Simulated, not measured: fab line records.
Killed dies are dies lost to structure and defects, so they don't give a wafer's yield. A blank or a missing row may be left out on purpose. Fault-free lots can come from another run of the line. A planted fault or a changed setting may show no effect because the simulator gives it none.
fab line records    flow n5-finfet
record: lots: 24  wafers: 72  last-day: 17
route steps=1938 shown BEOL_M5@1189 BEOL_M6@1208 BEOL_M7@1276
lots with no fault: from the same line, run without faults
start-h: the number of hours between the record's first day and the start of the first shown wafer of the lot    wait-h: hours from the lot's prior step to this one    " as in the row above    L1.1+2: a single row standing in for several wafers    - no value, or no start given    * or withheld: withheld    < > ~ a bound
route shown NAME@n: names a module that has steps shown in the file, with the first one's number in the route    usual: average and standard deviation across the fault-free wafers    same: alike in all rows    chamber/n: place in a boat    sites: the reading at each site    _std_site: the values' standard deviation    _edge_site: the outer-site mean with the inner-site mean subtracted    radius-mm: how far each site lies from the wafer's centre    mask NAME#n: copy n    behind: the last tool/chamber to shape the wafer    hold: the reason the lot was held/the length of the hold in hours/how it ended    device: the transistor (n, p or np) that didn't switch    end of line: the same wafers' tests at the end of the route    for a step that has no rows: nothing shown but its recipe    killed: dies lost to structure and defects at the first sort, not the wafer's yield    map: a wafer's dies, x killed, . not, _ none there
set.NAME: the setting the step ran with; set.NAME@STEP: the setting that earlier step ran with    model.NAME: the simulator's own value behind a step, which no gauge read
a sample of lots followed through the steps of the route, with each step as a table and each wafer as a row
services: the hour from which a tool's chamber was out of use, counted from the record's first day as start-h (under 0 if before that day), plus the number of hours and why
== steps ==
step: N5_BEOL_M5_CO_CAP_78
recipe: material: Co  target-thk-a: 20  temp-c: 200  precursor: CCTBA/H2  pressure-torr: 30  time-s: 102.1
usual: heater-power-w: 233/15  susceptor-temp-C: 199.99/0.16
lot.wafer  tool       chamber  start-h  wait-h  heater-power-w  susceptor-temp-C
L074.1     cvd-co-01  0        182.96   0.0     206             200.24
L074.2     "          1        "        "       248             199.97
L074.3     "          2        "        "       250             199.97
L075.1     cvd-co-01  2        188.62   0.0     251             199.90
L075.3     "          0        "        "       210             199.99
L075.5     "          0        "        "       210             200.00
L076.1     cvd-co-02  2        203.02   0.0     252             199.76
L076.4     "          0        "        "       226             199.85
L076.5     "          2        "        "       246             199.95
L077.1     cvd-co-01  1        203.37   0.0     238             199.73
L077.3     "          0        "        "       213             200.25
L077.5     "          2        "        "       247             199.97
L078.1     cvd-co-01  1        211.03   0.0     246             199.68
L078.5     "          1        "        "       249             199.74
L078.6     "          0        "        "       209             199.83
L079.1     cvd-co-01  2        213.09   0.0     249             200.06
L079.3     "          0        "        "       211             199.93
L079.5     "          0        "        "       207             199.97
L081.1     cvd-co-01  0        221.16   0.0     213             199.76
L081.3     "          2        "        "       245             200.18
L081.5     "          0        "        "       219             199.85
L080.2     cvd-co-02  0        221.38   0.0     226             200.14
L080.3     "          2        "        "       250             199.94
L080.6     "          0        "        "       217             199.97
L082.2     cvd-co-02  2        223.95   0.0     246             200.00
L082.3     "          0        "        "       228             200.16
L082.5     "          1        "        "       219             199.93
L083.2     cvd-co-02  0        235.55   0.0     228             200.06
L083.3     "          2        "        "       238             199.91
L083.6     "          2        "        "       241             200.01
L086.1     cvd-co-01  2        253.89   0.0     245             200.21
L086.3     "          1        "        "       246             199.99
L086.4     "          0        "        "       211             199.84
L084.1     cvd-co-02  0        256.19   0.0     223             200.15
L084.5     "          0        "        "       223             200.23
L084.6     "          2        "        "       240             200.26
L085.2     cvd-co-02  1        262.23   0.0     218             200.11
L085.3     "          0        "        "       227             199.86
L085.4     "          2        "        "       234             200.10
L088.2     cvd-co-01  1        263.46   0.0     240             199.97
L088.3     "          0        "        "       212             199.84
L088.5     "          0        "        "       208             200.15
L087.2     cvd-co-01  1        266.08   0.0     249             200.12
L087.3     "          0        "        "       214             199.96
L087.5     "          1        "        "       243             200.00
L089.1     cvd-co-01  1        280.58   0.0     243             200.04
L089.2     "          2        "        "       252             200.25
L089.3     "          0        "        "       211             199.85
L090.1     cvd-co-01  2        281.05   0.0     251             200.18
L090.5     "          2        "        "       254             200.05
L090.6     "          1        "        "       246             199.99
L092.1     cvd-co-02  1        288.53   0.0     224             200.25
L092.2     "          0        "        "       225             199.56
L092.4     "          1        "        "       227             199.98
L091.1     cvd-co-01  1        295.15   0.0     240             199.86
L091.3     "          2        "        "       252             199.87
L091.6     "          2        "        "       248             200.06
L094.2     cvd-co-02  0        300.30   0.0     228             200.37
L094.5     "          1        "        "       219             200.10
L094.6     "          0        "        "       227             200.05
L093.3     cvd-co-02  0        303.97   0.0     227             200.10
L093.5     "          2        "        "       241             199.95
L093.6     "          0        "        "       220             199.85
L096.4     cvd-co-01  0        315.31   0.0     215             200.19
L096.5     "          2        "        "       259             200.05
L096.6     "          1        "        "       244             199.66
L095.1     cvd-co-01  2        315.51   0.0     248             200.11
L095.2     "          0        "        "       212             199.73
L095.4     "          0        "        "       213             199.93
L097.1     cvd-co-01  0        319.61   0.0     220             199.85
L097.2     "          2        "        "       253             200.00
L097.6     "          1        "        "       241             199.59
step: N5_BEOL_M6_OVL_MEAS_12
recipe: points-per-wafer: 44
usual: M6_OVL: 0.4/0.78
lot.wafer  tool        chamber  start-h  wait-h  M6_OVL[nm]
L074.1     overlay-01  0        186.53   0.0     1.8
L074.2     "           0        "        "       1.0
L074.3     "           0        "        "       1.4
L075.1     overlay-02  0        191.59   0.0     1.1
L075.3     "           0        "        "       1.1
L075.5     "           0        "        "       0.6
L076.1     overlay-02  0        206.15   0.0     0.0
L076.4     "           0        "        "       1.0
L076.5     "           0        "        "       -0.7
L077.1     overlay-01  0        206.31   0.0     0.2
L077.3     "           0        "        "       -1.0
L077.5     "           0        "        "       -0.5
L078.1     overlay-02  0        212.50   0.0     0.8
L078.5     "           0        "        "       0.4
L078.6     "           0        "        "       -0.5
L079.1     overlay-01  0        215.02   0.0     -1.1
L079.3     "           0        "        "       -0.5
L079.5     "           0        "        "       0.4
L081.1     overlay-02  0        223.69   0.0     -0.9
L081.3     "           0        "        "       -1.1
L081.5     "           0        "        "       0.2
L080.2     overlay-01  0        223.85   0.0     2.5
L080.3     "           0        "        "       2.9
L080.6     "           0        "        "       0.8
L082.2     overlay-01  0        226.69   0.1     0.6
L082.3     "           0        "        "       0.0
L082.5     "           0        "        "       0.7
L083.2     overlay-02  0        237.15   0.0     1.5
L083.3     "           0        "        "       1.1
L083.6     "           0        "        "       1.3
L086.1     overlay-02  0        256.88   0.0     0.0
L086.3     "           0        "        "       1.3
L086.4     "           0        "        "       0.2
L084.1     overlay-01  0        260.27   0.0     -0.2
L084.5     "           0        "        "       -0.4
L084.6     "           0        "        "       -0.5
L085.2     overlay-02  0        265.05   0.0     1.2
L085.3     "           0        "        "       0.3
L085.4     "           0        "        "       0.8
L088.2     overlay-02  0        265.48   0.0     0.3
L088.3     "           0        "        "       0.3
L088.5     "           0        "        "       1.3
L087.2     overlay-01  0        268.81   0.0     0.7
L087.3     "           0        "        "       -0.3
L087.5     "           0        "        "       0.2
L089.1     overlay-01  0        282.07   0.0     0.5
L089.2     "           0        "        "       -0.1
L089.3     "           0        "        "       0.4
L090.1     overlay-02  0        283.05   0.0     0.9
L090.5     "           0        "        "       0.4
L090.6     "           0        "        "       0.1
L092.1     overlay-01  0        292.21   0.0     0.0
L092.2     "           0        "        "       -0.1
L092.4     "           0        "        "       -0.1
L091.1     overlay-02  0        297.31   0.0     1.0
L091.3     "           0        "        "       0.4
L091.6     "           0        "        "       0.2
L094.2     overlay-01  0        302.45   0.0     0.9
L094.5     "           0        "        "       0.5
L094.6     "           0        "        "       0.3
L093.3     overlay-01  0        305.81   0.0     -0.3
L093.5     "           0        "        "       -0.2
L093.6     "           0        "        "       0.4
L096.4     overlay-01  0        317.97   0.0     1.6
L096.5     "           0        "        "       0.0
L096.6     "           0        "        "       -0.5
L095.1     overlay-01  0        318.20   0.0     0.6
L095.2     "           0        "        "       -0.2
L095.4     "           0        "        "       -1.1
L097.1     overlay-02  0        322.21   0.0     0.1
L097.2     "           0        "        "       1.0
L097.6     "           0        "        "       0.3
step: N5_BEOL_M6_HM_OPEN_17
recipe: chemistry: Cl2/BCl3  target-depth-a: 200  overetch-a: 60  target: TiN  mask-material: SOC  ion-energy-ev: 150  pressure-mtorr: 10  icp-w: 1000  bias-w: 126  Cl2_flow_sccm: 53.25  bcl3-flow-sccm: 21.75  Ar_flow_sccm: 25
usual: drypump-motor-current-A: 5.5/0.41  oes-product-au: 0.70/0.07  throttle-valve-pct: 22.05/0.12
lot.wafer  tool          chamber  start-h  wait-h  drypump-motor-current-A  oes-product-au  rf-hours-counter-h  throttle-valve-pct
L074.1     rie-metal-01  0        186.87   0.0     5.3                      0.64            57                  22.25
L074.2     "             1        "        "       5.2                      0.76            12                  22.03
L074.3     "             0        "        "       5.3                      0.65            -                   22.23
L075.1     rie-metal-03  0        192.50   0.0     5.4                      0.60            80                  22.19
L075.3     "             1        "        "       6.2                      0.82            -                   21.86
L075.5     "             1        "        "       6.2                      0.82            -                   21.87
L076.1     rie-metal-01  0        206.58   0.0     5.2                      0.65            59                  22.24
L076.4     "             1        "        "       5.2                      0.75            -                   22.03
L076.5     "             0        "        "       5.3                      0.64            -                   22.25
L077.1     rie-metal-02  1        206.65   0.0     5.1                      0.69            21                  21.97
L077.3     "             1        "        "       5.1                      0.69            -                   21.96
L077.5     "             1        "        "       5.1                      0.69            -                   21.97
L078.1     rie-metal-02  1        212.84   0.0     5.1                      0.70            22                  21.95
L078.5     "             1        "        "       5.1                      0.70            -                   21.98
L078.6     "             1        "        "       5.1                      0.70            -                   21.96
L079.1     rie-metal-01  1        215.36   0.0     5.2                      0.74            15                  22.05
L079.3     "             0        "        "       5.2                      0.62            -                   22.26
L079.5     "             1        "        "       5.2                      0.74            -                   22.06
L081.1     rie-metal-03  1        224.02   0.0     6.2                      0.80            4                   21.85
L081.3     "             0        "        "       5.4                      0.60            -                   22.20
L081.5     "             1        "        "       6.2                      0.81            -                   21.87
L080.2     rie-metal-02  0        224.18   0.0     6.0                      0.82            1                   22.02
L080.3     "             0        "        "       6.0                      0.81            -                   22.03
L080.6     "             1        "        "       5.1                      0.68            -                   21.96
L082.2     rie-metal-02  0        227.03   0.0     6.0                      0.82            1                   22.02
L082.3     "             1        "        "       5.1                      0.70            -                   21.95
L082.5     "             0        "        "       6.0                      0.81            -                   22.02
L083.2     rie-metal-03  0        237.48   0.0     5.4                      0.59            84                  22.20
L083.3     "             0        "        "       5.4                      0.59            -                   22.19
L083.6     "             1        "        "       6.2                      0.78            -                   21.88
L086.1     rie-metal-03  1        257.22   0.0     6.2                      0.77            8                   21.89
L086.3     "             1        "        "       6.2                      0.77            -                   21.88
L086.4     "             0        "        "       5.4                      0.58            -                   22.22
L084.1     rie-metal-01  1        260.61   0.0     5.2                      0.72            21                  22.04
L084.5     "             1        "        "       5.2                      0.73            -                   22.05
L084.6     "             1        "        "       5.2                      0.72            -                   22.05
L085.2     rie-metal-01  1        265.96   0.1     5.2                      0.74            -                   22.03
L085.3     "             1        "        "       5.2                      0.73            -                   22.03
L085.4     "             1        "        "       5.2                      0.72            -                   22.06
L088.2     rie-metal-03  0        266.00   0.0     5.4                      0.59            87                  22.20
L088.3     "             1        "        "       6.2                      0.76            -                   21.90
L088.5     "             0        "        "       5.4                      0.59            -                   22.21
L087.2     rie-metal-03  0        269.32   0.0     5.4                      0.58            88                  22.22
L087.3     "             0        "        "       5.4                      0.58            -                   22.21
L087.5     "             0        "        "       5.4                      0.58            -                   22.23
L089.1     rie-metal-02  0        282.41   0.0     6.0                      0.76            5                   22.03
L089.2     "             1        "        "       5.2                      0.68            27                  21.99
L089.3     "             0        "        "       6.0                      0.76            -                   22.05
L090.1     rie-metal-01  0        283.39   0.0     5.3                      0.63            63                  22.24
L090.5     "             1        "        "       5.2                      0.73            -                   22.03
L090.6     "             0        "        "       5.3                      0.63            -                   22.27
L092.1     rie-metal-02  0        292.86   0.0     6.0                      0.78            6                   22.04
L092.2     "             1        "        "       5.1                      0.68            28                  21.98
L092.4     "             0        "        "       6.0                      0.77            -                   22.03
L091.1     rie-metal-02  1        297.65   0.0     5.1                      0.67            29                  21.99
L091.3     "             0        "        "       6.0                      0.76            -                   22.04
L091.6     "             1        "        "       5.1                      0.67            -                   21.97
L094.2     rie-metal-01  0        303.20   0.0     5.2                      0.63            65                  22.27
L094.5     "             0        "        "       5.2                      0.62            -                   22.27
L094.6     "             1        "        "       5.2                      0.72            -                   22.06
L093.3     rie-metal-03  1        306.18   0.1     6.2                      0.76            -                   21.88
L093.5     "             0        "        "       5.4                      0.58            -                   22.23
L093.6     "             1        "        "       6.2                      0.75            -                   21.90
L096.4     rie-metal-02  1        318.34   0.1     5.2                      0.67            -                   21.99
L096.5     "             1        "        "       5.1                      0.67            -                   21.98
L096.6     "             0        "        "       6.0                      0.75            -                   22.04
L095.1     rie-metal-03  1        318.64   0.0     6.2                      0.75            13                  21.91
L095.2     "             0        "        "       5.4                      0.57            92                  22.23
L095.4     "             1        "        "       6.2                      0.75            -                   21.89
L097.1     rie-metal-02  0        323.31   0.0     6.0                      0.77            9                   22.00
L097.2     "             1        "        "       5.1                      0.68            31                  21.97
L097.6     "             0        "        "       6.0                      0.76            -                   22.02
step: N5_BEOL_M6_DESCUM_33
recipe: chemistry: O2  time-s: 7  source-power-w: 50  bias-power-w: 20  pressure-mtorr: 20  rf-frequency-hz: 2.712e+07  temp-c: 40  resist: CAR-EUV  o2-flow-sccm: 225
usual: drypump-motor-current-A: 5.7/0.53  oes-product-au: 0.79/0.091  rf-vpp-V: 243.6/1.4  showerhead-plenum-p-Torr: 2.12/0.06  throttle-valve-pct: 20.46/0.27
lot.wafer  tool         chamber  start-h  wait-h  drypump-motor-current-A  oes-product-au  rf-hours-counter-h  rf-vpp-V  showerhead-plenum-p-Torr  throttle-valve-pct
L074.1     rie-diel-05  2        187.61   0.0     5.1                      0.69            221                 245.3     2.15                      20.65
L074.2     "            1        "        "       5.7                      0.79            100                 245.3     2.19                      20.54
L074.3     "            3        "        "       5.7                      0.85            51                  244.6     2.20                      20.01
L075.1     rie-diel-01  2        193.46   0.0     6.1                      0.73            193                 243.0     2.18                      20.67
L075.3     "            3        "        "       5.2                      0.72            210                 244.6     2.17                      21.01
L075.5     "            1        "        "       5.9                      0.92            -                   241.6     2.05                      20.34
L077.1     rie-diel-06  0        209.48   0.0     4.9                      0.84            56                  241.4     2.06                      20.60
L077.3     "            2        "        "       6.6                      0.69            237                 243.1     2.15                      20.65
L077.5     "            0        "        "       4.9                      0.84            -                   242.4     2.06                      20.58
L076.1     rie-diel-05  2        209.76   0.1     5.1                      0.68            229                 244.3     2.15                      20.65
L076.4     "            3        "        "       5.7                      0.84            60                  244.2     2.20                      20.01
L076.5     "            3        "        "       5.7                      0.85            -                   245.7     2.20                      20.02
L078.1     rie-diel-05  2        213.57   0.0     5.1                      0.69            230                 245.5     2.15                      20.67
L078.5     "            2        "        "       5.1                      0.69            -                   244.9     2.15                      20.66
L078.6     "            3        "        "       5.7                      0.85            -                   244.5     2.20                      20.01
L079.1     rie-diel-01  3        216.68   0.4     5.2                      0.71            218                 243.7     2.17                      21.03
L079.3     "            2        "        "       6.1                      0.73            201                 243.7     2.18                      20.70
L079.5     "            1        "        "       5.9                      0.91            -                   242.4     2.05                      20.36
L080.2     rie-diel-05  3        226.60   0.0     5.7                      0.83            67                  245.1     2.19                      20.01
L080.3     "            1        "        "       5.8                      0.76            114                 244.6     2.18                      20.56
L080.6     "            3        "        "       5.7                      0.82            -                   245.4     2.19                      20.03
L081.1     rie-diel-01  0        227.01   0.1     5.1                      0.81            78                  241.6     2.03                      20.43
L081.3     "            3        "        "       5.3                      0.71            221                 244.0     2.17                      21.02
L081.5     "            2        "        "       6.1                      0.73            -                   245.8     2.18                      20.69
L082.2     rie-diel-01  0        228.42   0.0     5.1                      0.82            79                  242.1     2.03                      20.44
L082.3     "            3        "        "       5.3                      0.71            222                 243.1     2.17                      21.04
L082.5     "            3        "        "       5.3                      0.71            -                   243.4     2.17                      21.02
L083.2     rie-diel-05  2        239.68   0.3     5.1                      0.67            242                 245.2     2.14                      20.68
L083.3     "            1        "        "       5.7                      0.75            121                 245.8     2.18                      20.57
L083.6     "            3        "        "       5.7                      0.82            -                   243.7     2.19                      20.03
L086.1     rie-diel-05  1        260.67   0.0     5.7                      0.75            126                 245.8     2.18                      20.58
L086.3     "            2        "        "       5.1                      0.67            249                 244.1     2.14                      20.68
L086.4     "            0        "        "       6.6                      0.97            7                   244.1     2.05                      20.02
L084.1     rie-diel-05  0        264.05   0.0     6.6                      0.97            8                   243.2     2.05                      20.03
L084.5     "            3        "        "       5.7                      0.81            -                   245.3     2.19                      20.03
L084.6     "            1        "        "       5.8                      0.75            -                   246.3     2.18                      20.58
L085.2     rie-diel-06  0        267.66   0.0     4.9                      0.81            77                  243.0     2.05                      20.61
L085.3     "            2        "        "       6.6                      0.98            1                   244.2     2.15                      20.35
L085.4     "            3        "        "       5.8                      0.71            192                 243.5     2.09                      20.72
L088.2     rie-diel-05  0        267.85   0.2     6.6                      0.96            10                  241.7     2.05                      20.02
L088.3     "            3        "        "       5.7                      0.82            83                  244.5     2.19                      20.05
L088.5     "            1        "        "       5.8                      0.76            -                   245.5     2.18                      20.58
L087.2     rie-diel-05  3        270.64   0.0     5.7                      0.81            84                  245.7     2.19                      20.05
L087.3     "            0        "        "       6.6                      0.96            11                  243.7     2.05                      20.01
L087.5     "            0        "        "       6.6                      0.95            -                   241.9     2.05                      20.03
L089.1     rie-diel-05  3        284.47   0.3     5.7                      0.80            90                  245.0     2.18                      20.06
L089.2     "            0        "        "       6.6                      0.93            17                  242.8     2.05                      20.04
L089.3     "            1        "        "       5.7                      0.75            136                 245.0     2.18                      20.59
L090.1     rie-diel-06  2        284.57   0.4     6.6                      0.95            7                   243.7     2.15                      20.33
L090.5     "            1        "        "       5.1                      0.71            -                   242.1     2.08                      20.33
L090.6     "            2        "        "       6.6                      0.95            -                   244.0     2.15                      20.34
L092.1     rie-diel-06  1        296.15   0.0     5.1                      0.71            190                 243.5     2.07                      20.31
L092.2     "            2        "        "       6.6                      0.93            12                  243.9     2.15                      20.35
L092.4     "            0        "        "       4.9                      0.81            87                  242.6     2.05                      20.64
L091.1     rie-diel-01  1        298.44   0.0     5.9                      0.87            48                  241.9     2.04                      20.39
L091.3     "            3        "        "       5.2                      0.69            247                 244.5     2.16                      21.06
L091.6     "            2        "        "       6.1                      0.71            -                   244.6     2.17                      20.74
L094.2     rie-diel-06  1        304.58   0.2     5.2                      0.72            193                 242.7     2.07                      20.34
L094.5     "            2        "        "       6.6                      0.93            -                   244.5     2.14                      20.35
L094.6     "            1        "        "       5.2                      0.71            -                   241.7     2.07                      20.34
L093.3     rie-diel-06  2        307.77   0.0     6.6                      0.93            15                  243.7     2.14                      20.35
L093.5     "            1        "        "       5.2                      0.72            -                   242.9     2.07                      20.33
L093.6     "            0        "        "       4.9                      0.80            -                   242.0     2.05                      20.64
L096.4     rie-diel-06  3        318.94   0.0     5.8                      0.70            210                 242.1     2.08                      20.77
L096.5     "            1        "        "       5.1                      0.72            -                   240.4     2.07                      20.34
L096.6     "            2        "        "       6.6                      0.92            -                   245.7     2.14                      20.35
L095.1     rie-diel-01  0        319.50   0.3     5.1                      0.78            112                 242.2     2.01                      20.49
L095.2     "            1        "        "       5.9                      0.85            58                  242.3     2.04                      20.39
L095.4     "            2        "        "       6.1                      0.70            -                   243.5     2.17                      20.76
L097.1     rie-diel-06  1        325.01   0.2     5.2                      0.71            201                 243.7     2.07                      20.34
L097.2     "            0        "        "       4.9                      0.80            97                  241.5     2.04                      20.66
L097.6     "            0        "        "       4.9                      0.79            -                   240.7     2.04                      20.64
step: N5_BEOL_M6_CD_MEAS_35
recipe: target-cd-nm: 40  target-cd-y-nm: 28  polarity: opening
usual: cd-nm: 40.1/0.63
lot.wafer  tool       chamber  start-h  wait-h  cd-nm
L074.1     cd-sem-03  -        188.18   0.0     40.3
L074.2     "          -        "        "       40.7
L074.3     "          -        "        "       40.3
L075.1     cd-sem-01  -        194.05   0.0     39.9
L075.3     "          -        "        "       40.2
L075.5     "          -        "        "       41.0
L077.1     cd-sem-03  -        210.06   0.0     41.7
L077.3     "          -        "        "       40.3
L077.5     "          -        "        "       40.7
L076.1     cd-sem-02  -        210.34   0.0     39.5
L076.4     "          -        "        "       40.5
L076.5     "          -        "        "       40.7
L078.1     cd-sem-03  -        214.15   0.0     39.9
L078.5     "          -        "        "       39.3
L078.6     "          -        "        "       39.6
L079.1     cd-sem-01  -        217.26   0.0     40.6
L079.3     "          -        "        "       39.9
L079.5     "          -        "        "       40.1
L080.2     cd-sem-01  -        227.19   0.0     41.1
L080.3     "          -        "        "       40.1
L080.6     "          -        "        "       39.3
L081.1     cd-sem-03  -        227.59   0.0     40.3
L081.3     "          -        "        "       40.4
L081.5     "          -        "        "       40.1
L082.2     cd-sem-01  -        229.00   0.0     39.7
L082.3     "          -        "        "       39.9
L082.5     "          -        "        "       39.6
L083.2     cd-sem-01  -        240.27   0.0     41.0
L083.3     "          -        "        "       40.4
L083.6     "          -        "        "       40.5
L086.1     cd-sem-01  -        261.25   0.0     40.6
L086.3     "          -        "        "       40.3
L086.4     "          -        "        "       39.7
L084.1     cd-sem-01  -        264.63   0.0     40.9
L084.5     "          -        "        "       40.4
L084.6     "          -        "        "       40.9
L085.2     cd-sem-02  -        268.24   0.0     40.1
L085.3     "          -        "        "       39.4
L085.4     "          -        "        "       39.8
L088.2     cd-sem-02  -        268.43   0.0     40.0
L088.3     "          -        "        "       39.5
L088.5     "          -        "        "       39.1
L087.2     cd-sem-03  -        271.22   0.0     40.4
L087.3     "          -        "        "       41.0
L087.5     "          -        "        "       39.3
L089.1     cd-sem-02  -        285.05   0.0     40.3
L089.2     "          -        "        "       39.7
L089.3     "          -        "        "       40.5
L090.1     cd-sem-03  -        285.15   0.0     40.0
L090.5     "          -        "        "       39.3
L090.6     "          -        "        "       39.5
L092.1     cd-sem-02  -        296.73   0.0     39.8
L092.2     "          -        "        "       39.9
L092.4     "          -        "        "       40.3
L091.1     cd-sem-02  -        299.03   0.0     38.9
L091.3     "          -        "        "       39.2
L091.6     "          -        "        "       39.1
L094.2     cd-sem-03  -        305.16   0.0     40.8
L094.5     "          -        "        "       40.4
L094.6     "          -        "        "       40.7
L093.3     cd-sem-02  -        308.35   0.0     39.9
L093.5     "          -        "        "       38.8
L093.6     "          -        "        "       39.7
L096.4     cd-sem-03  -        319.52   0.0     39.6
L096.5     "          -        "        "       39.2
L096.6     "          -        "        "       39.2
L095.1     cd-sem-03  -        320.08   0.0     40.0
L095.2     "          -        "        "       40.1
L095.4     "          -        "        "       39.6
L097.1     cd-sem-03  -        325.59   0.0     40.8
L097.2     "          -        "        "       40.3
L097.6     "          -        "        "       41.1
step: N5_BEOL_M7_CD_MEAS_11
recipe: target-cd-nm: 38.5  landing-energy-ev: 500  detector: se-inlens  polarity: opening
usual: cd-nm: 38.6/0.52
lot.wafer  tool       chamber  start-h  wait-h  cd-nm
L074.1     cd-sem-02  0        191.95   -       38.7
L074.2     "          0        "        "       37.8
L074.3     "          0        "        "       38.7
L075.1     cd-sem-01  0        198.19   -       37.7
L075.3     "          0        "        "       38.1
L075.5     "          0        "        "       38.5
L077.1     cd-sem-02  0        214.83   -       39.1
L077.3     "          0        "        "       38.9
L077.5     "          0        "        "       38.7
L076.1     cd-sem-01  0        216.06   -       39.4
L076.4     "          0        "        "       39.1
L076.5     "          0        "        "       37.9
L078.1     cd-sem-01  0        218.71   -       38.3
L078.5     "          0        "        "       38.1
L078.6     "          0        "        "       37.9
L079.1     cd-sem-03  0        223.76   -       39.2
L079.3     "          0        "        "       38.6
L079.5     "          0        "        "       39.3
L080.2     cd-sem-02  0        232.45   -       38.2
L080.3     "          0        "        "       38.5
L080.6     "          0        "        "       38.7
L081.1     cd-sem-03  0        232.53   -       38.4
L081.3     "          0        "        "       37.5
L081.5     "          0        "        "       38.5
L082.2     cd-sem-01  0        232.73   -       39.4
L082.3     "          0        "        "       38.4
L082.5     "          0        "        "       39.1
L083.2     cd-sem-02  0        244.55   -       38.5
L083.3     "          0        "        "       38.9
L083.6     "          0        "        "       38.7
L086.1     cd-sem-01  0        268.28   -       38.0
L086.3     "          0        "        "       38.4
L086.4     "          0        "        "       39.4
L084.1     cd-sem-02  0        269.17   -       38.0
L084.5     "          0        "        "       37.6
L084.6     "          0        "        "       37.8
L085.2     cd-sem-02  0        272.72   -       38.8
L085.3     "          0        "        "       39.0
L085.4     "          0        "        "       39.6
L088.2     cd-sem-02  0        275.02   -       38.6
L088.3     "          0        "        "       38.8
L088.5     "          0        "        "       38.7
L087.2     cd-sem-03  0        275.52   -       38.2
L087.3     "          0        "        "       38.3
L087.5     "          0        "        "       37.8
L089.1     cd-sem-03  0        292.16   -       39.2
L089.2     "          0        "        "       37.8
L089.3     "          0        "        "       37.7
L090.1     cd-sem-03  0        292.32   -       38.9
L090.5     "          0        "        "       39.0
L090.6     "          0        "        "       39.4
L092.1     cd-sem-03  0        302.32   -       37.9
L092.2     "          0        "        "       38.4
L092.4     "          0        "        "       38.9
L091.1     cd-sem-03  0        304.46   -       39.3
L091.3     "          0        "        "       39.7
L091.6     "          0        "        "       39.1
L094.2     cd-sem-02  0        312.45   -       38.6
L094.5     "          0        "        "       39.2
L094.6     "          0        "        "       39.1
L093.3     cd-sem-02  0        313.73   -       38.9
L093.5     "          0        "        "       39.1
L093.6     "          0        "        "       38.4
L096.4     cd-sem-02  0        325.50   -       38.2
L096.5     "          0        "        "       38.5
L096.6     "          0        "        "       38.3
L095.1     cd-sem-03  0        325.67   -       39.1
L095.2     "          0        "        "       38.5
L095.4     "          0        "        "       37.9
L097.1     cd-sem-02  0        331.15   -       39.0
L097.2     "          0        "        "       38.7
L097.6     "          0        "        "       38.6
== services ==
tool          chamber  start-h  hours  kind
rie-metal-03  1        171.39   9.5    repair
rie-metal-01  1        181.95   1.7    repair
rie-diel-01   1        194.65   3.8    repair
rie-diel-05   1        208.51   1.2    repair
cvd-co-02     -        209.75   6.0    pm
rie-diel-05   0        212.49   -      clean
rie-diel-05   0        212.49   -      consumable-replace:focus-ring
rie-diel-05   0        212.49   26.6   scheduled-down
rie-diel-05   0        212.49   26.6   vent-cycle
rie-diel-06   -        229.49   2.8    pm
rie-metal-01  -        231.41   5.1    repair
rie-metal-01  0        248.82   21.7   repair
rie-metal-02  -        249.19   2.8    pm
rie-diel-05   1        251.98   3.1    repair
cvd-co-02     -        258.29   2.3    repair
rie-diel-05   2        263.06   -      clean
rie-diel-05   2        263.06   -      consumable-replace:focus-ring
rie-diel-05   2        263.06   23.8   scheduled-down
cvd-co-02     -        276.57   2.8    pm
rie-metal-03  -        277.13   0.7    repair
rie-metal-01  -        277.25   0.9    repair
rie-diel-01   2        285.88   1.5    repair
rie-diel-01   0        288.34   2.1    repair
cvd-co-02     1        306.79   15.7   repair
== key ==
fault none
